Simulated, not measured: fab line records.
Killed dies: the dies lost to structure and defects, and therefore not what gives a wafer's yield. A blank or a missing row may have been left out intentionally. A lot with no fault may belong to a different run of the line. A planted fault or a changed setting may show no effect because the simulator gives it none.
What tool caused it?	flow n5Finfet	66 wafers from 22 lots sampled at 4 of the route's 1938 steps

## WHAT THE GAUGES SHOWED, per wafer
N5_DUMMY_GATE_CD_MEAS_15: target cd 25.8 nm. Usual: 24.97 nm for cdNm, sd 0.24.
lot	measured	on	cdNm (nm)	flag
L074	day 2 23:47	cdSem-03	25.00 24.86 25.00	
L075	day 3 05:59	cdSem-03	24.80 24.78 25.07	
L076	day 3 11:01	cdSem-02	24.90 24.75 24.88	
L077	day 3 16:19	cdSem-03	25.20 25.39 24.82	
L078	day 3 22:50	cdSem-01	24.81 25.13 24.53	
L079	day 4 03:16	cdSem-01	25.02 24.95 25.03	
L080	day 4 10:14	cdSem-03	25.21 24.83 24.58	
L081	day 4 18:11	cdSem-01	25.15 25.20 25.27	
L082	day 5 02:14	cdSem-01	24.59 24.81 24.92	
L083	day 5 06:14	cdSem-02	25.24 24.95 24.86	
L084	day 5 12:26	cdSem-02	24.66 24.88 24.76	
L085	day 5 17:31	cdSem-01	25.17 24.94 24.86	
L086	day 5 21:45	cdSem-01	25.18 24.86 24.91	
L087	day 6 02:38	cdSem-02	25.01 24.85 25.19	
L088	day 6 08:17	cdSem-02	24.76 24.93 24.96	
L090	day 6 22:59	cdSem-03	24.60 25.07 25.05	
L091	day 7 02:39	cdSem-03	25.05 24.87 24.80	
L092	day 7 10:34	cdSem-02	24.82 25.15 25.06	
L093	day 7 18:37	cdSem-02	24.84 24.89 25.21	
L095	day 8 11:17	cdSem-02	25.07 24.74 24.81	
L096	day 8 17:02	cdSem-01	25.66 25.40 25.34	
L097	day 8 16:11	cdSem-03	25.38 25.18 25.05	

N5_DUMMY_GATE_OVL_MEAS_16. Usual: GATE_OVL 0.6 nm, standard deviation 0.61.
lot	measured	on	GATE_OVL (nm)	flag
L074	day 2 23:50	overlay-02	0.4 0.4 0.5	
L075	day 3 06:02	overlay-01	0.7 1.0 0.7	
L076	day 3 11:04	overlay-01	0.1 0.7 0.5	
L077	day 3 16:22	overlay-02	0.5 0.0 -0.3	
L078	day 3 22:53	overlay-02	0.6 0.5 0.4	
L079	day 4 03:18	overlay-01	0.2 0.4 -0.6	
L080	day 4 10:17	overlay-01	1.3 1.2 1.4	
L081	day 4 18:14	overlay-02	0.7 -0.4 0.5	
L082	day 5 02:17	overlay-02	0.8 1.4 1.5	
L083	day 5 06:16	overlay-01	0.9 0.6 0.0	
L084	day 5 12:28	overlay-02	0.2 0.9 -0.5	
L085	day 5 17:33	overlay-01	1.1 0.9 1.2	
L086	day 5 21:47	overlay-01	1.2 0.8 1.2	
L087	day 6 02:41	overlay-02	-0.6 0.7 0.1	
L088	day 6 08:19	overlay-01	0.6 1.4 0.1	
L090	day 6 23:02	overlay-01	0.7 -0.1 2.1	
L091	day 7 02:41	overlay-02	1.1 1.1 0.7	
L092	day 7 10:37	overlay-02	1.5 1.7 0.7	
L093	day 7 18:40	overlay-01	-1.3 0.0 -0.4	
L095	day 8 11:20	overlay-01	1.5 1.1 1.0	
L096	day 8 17:04	overlay-01	0.5 0.2 0.6	
L097	day 8 16:13	overlay-02	1.1 1.1 1.0	

## WHAT TOOL EACH LOT RAN ON (gives the tool, then ch and the chambers of the sampled wafers, and finally the start)
lot	N5_FIN_CUT_ETCH_30	N5_DUMMY_GATE_CMP_04
L074	rieDiel-04 ch 2,3, day 2 05:22	cmp-03 ch 0,1,3, day 2 19:10
L075	rieDiel-04 ch 1,2,3, day 2 11:45	cmp-03 ch 0,2, day 3 01:26
L076	rieDiel-02 ch 0,2,3, day 2 16:10	cmp-04 ch 1,2,3, day 3 06:20
L077	rieDiel-02 ch 1,2,3, day 2 21:07	cmp-04 ch 0,1,3, day 3 11:40
L078	rieDiel-02 ch 0,2, day 3 04:02	cmp-02 ch 0,2,3, day 3 18:11
L079	rieDiel-02 ch 1,2, day 3 08:53	cmp-02 ch 0,1,3, day 3 22:41
L080	rieDiel-05 ch 1,2,3, day 3 15:58	cmp-04 ch 0,1,2, day 4 05:37
L081	rieDiel-05 ch 1,2,3, day 3 20:46	cmp-04 ch 2,3, day 4 13:38
L082	rieDiel-02 ch 1,2, day 4 04:01	cmp-04 ch 0,3, day 4 21:34
L083	rieDiel-05 ch 1,2, day 4 09:46	cmp-02 ch 0,1, day 5 01:43
L084	rieDiel-04 ch 1,2,3, day 4 15:17	cmp-03 ch 0,1,2, day 5 07:54
L085	rieDiel-04 ch 1,2,3, day 4 21:10	cmp-02 ch 0,2, day 5 10:54
L086	rieDiel-05 ch 0,1,2, day 5 03:29	cmp-02 ch 1,2,3, day 5 17:05
L087	rieDiel-04 ch 0,2,3, day 5 08:30	cmp-02 ch 1,2,3, day 5 22:10
L088	rieDiel-02 ch 0,1, day 5 14:11	cmp-02 ch 0,2,3, day 6 03:47
L090	rieDiel-02 ch 0,1, day 6 02:32	cmp-03 ch 0,1, day 6 16:22
L091	rieDiel-02 ch 1,2, day 6 08:23	cmp-03 ch 0,1,3, day 6 22:07
L092	rieDiel-05 ch 1,2, day 6 14:22	cmp-02 ch 0,3, day 7 06:00
L093	rieDiel-02 ch 1,2, day 6 21:06	cmp-02 ch 0,3, day 7 13:57
L095	rieDiel-05 ch 1,3, day 7 09:51	cmp-03 ch 2,3, day 8 04:43
L096	rieDiel-02 ch 1,2,3, day 7 15:25	cmp-03 ch 0,1,2, day 8 08:10
L097	rieDiel-05 ch 0,2, day 7 20:53	cmp-03 ch 1,3, day 8 11:39
- N5_FIN_CUT_ETCH_30: etches underlayer in N2/H2, target depth 13 nm, time 10.4 s.
- N5_DUMMY_GATE_CMP_04: polishes a-Si.

## WHAT THE TOOLS THEMSELVES READ (means of the sampled wafers that have a number; where no wafer has one, the mark that the record gives instead)
N5_FIN_CUT_ETCH_30. Usual: drypumpMotorCurrentA 5.6 A (standard deviation 0.38); etchRfOnTimeS 10.41 s (standard deviation 0.2); oesProductAu 0.67 a.u. (standard deviation 0.068); rfFwdPowerW 819.6 W (standard deviation 2.8); rfVppV 524.5 V (standard deviation 2.5); showerheadPlenumPTorr 2.57 Torr (standard deviation 0.086); throttleValvePct 18.04 % (standard deviation 0.27).
lot	tool	drypumpMotorCurrentA (A)	etchRfOnTimeS (s)	oesProductAu (a.u.)	rfFwdPowerW (W)	rfVppV (V)	showerheadPlenumPTorr (Torr)	throttleValvePct (%)	flag
L074	rieDiel-04	5.2	10.44	0.60	819.4	523.7	2.56	18.19	
L075	rieDiel-04	5.1	10.73	0.62	818.4	525.6	2.60	18.07	
L076	rieDiel-02	5.7	10.39	0.66	822.5	524.0	2.56	17.95	
L077	rieDiel-02	5.8	10.15	0.71	819.8	525.1	2.56	17.97	
L078	rieDiel-02	5.6	10.42	0.69	819.3	525.1	2.62	17.92	
L079	rieDiel-02	5.9	10.17	0.78	820.0	526.1	2.62	18.01	
L080	rieDiel-05	5.7	10.34	0.69	822.2	522.3	2.49	17.93	
L081	rieDiel-05	5.8	10.36	0.69	818.0	521.7	2.49	17.93	
L082	rieDiel-02	5.8	10.30	0.71	822.5	526.0	2.65	17.93	
L083	rieDiel-05	5.8	10.36	0.69	818.1	522.7	2.49	18.03	
L084	rieDiel-04	5.1	10.65	0.61	819.9	525.7	2.60	18.09	
L085	rieDiel-04	5.1	10.72	0.61	816.0	525.3	2.60	18.08	
L086	rieDiel-05	5.6	10.43	0.66	818.9	523.8	2.56	18.25	
L087	rieDiel-04	5.3	10.55	0.61	819.3	524.6	2.60	18.05	
L088	rieDiel-02	5.9	10.53	0.74	817.5	524.3	2.59	18.08	
L090	rieDiel-02	5.7	10.44	0.71	818.8	524.7	2.58	18.06	
L091	rieDiel-02	5.8	10.23	0.69	824.0	525.6	2.64	17.96	
L092	rieDiel-05	6.0	10.38	0.69	822.0	523.2	2.54	18.11	
L093	rieDiel-02	5.9	10.21	0.73	817.6	525.1	2.61	18.04	
L095	rieDiel-05	5.6	10.30	0.67	819.5	522.0	2.48	17.88	
L096	rieDiel-02	5.8	10.25	0.74	819.9	528.3	2.66	17.89	
L097	rieDiel-05	5.2	10.55	0.59	818.5	524.2	2.56	18.46	

N5_DUMMY_GATE_CMP_04. Usual: motorCurrentA 10.3 A, standard deviation 1.6; timeToEndpointS 13.8 s, standard deviation 2.8.
lot	tool	motorCurrentA (A)	timeToEndpointS (s)	flag
L074	cmp-03	9.2	9.2	
L075	cmp-03	10.3	11.8	
L076	cmp-04	11.2	10.4	
L077	cmp-04	11.2	11.7	
L078	cmp-02	10.3	15.0	
L079	cmp-02	10.8	17.3	
L080	cmp-04	10.1	11.9	
L081	cmp-04	12.1	15.3	
L082	cmp-04	12.5	14.7	
L083	cmp-02	11.7	14.0	
L084	cmp-03	9.3	14.7	
L085	cmp-02	10.1	14.8	
L086	cmp-02	11.8	15.1	
L087	cmp-02	11.8	14.2	
L088	cmp-02	10.5	13.6	
L090	cmp-03	9.8	11.9	
L091	cmp-03	9.1	10.4	
L092	cmp-02	10.3	15.1	
L093	cmp-02	9.7	14.6	
L095	cmp-03	9.2	16.0	
L096	cmp-03	9.4	14.1	
L097	cmp-03	8.5	15.0	

## THE ANSWER, worked out from the rows above alone
Rule: take the mean of a lot's wafers that have a number; if it is more than 3 standard deviations from the usual mean, the lot is off. Also off: a lot with no number at a reading for which 4 or more lots have one. All remaining lots with rows at the step are treated as sound. The gauges are gone through in route order, then the tools' own readings, and for those a lot's mean is taken as printed above. The first step at which some lot is off is used, and at that step the reading that is off furthest; a lot without a number counts as furthest.
No lot is off at any reading shown: from this, nothing can be told.

## WHAT WAS PUT IN BY THE SIMULATOR
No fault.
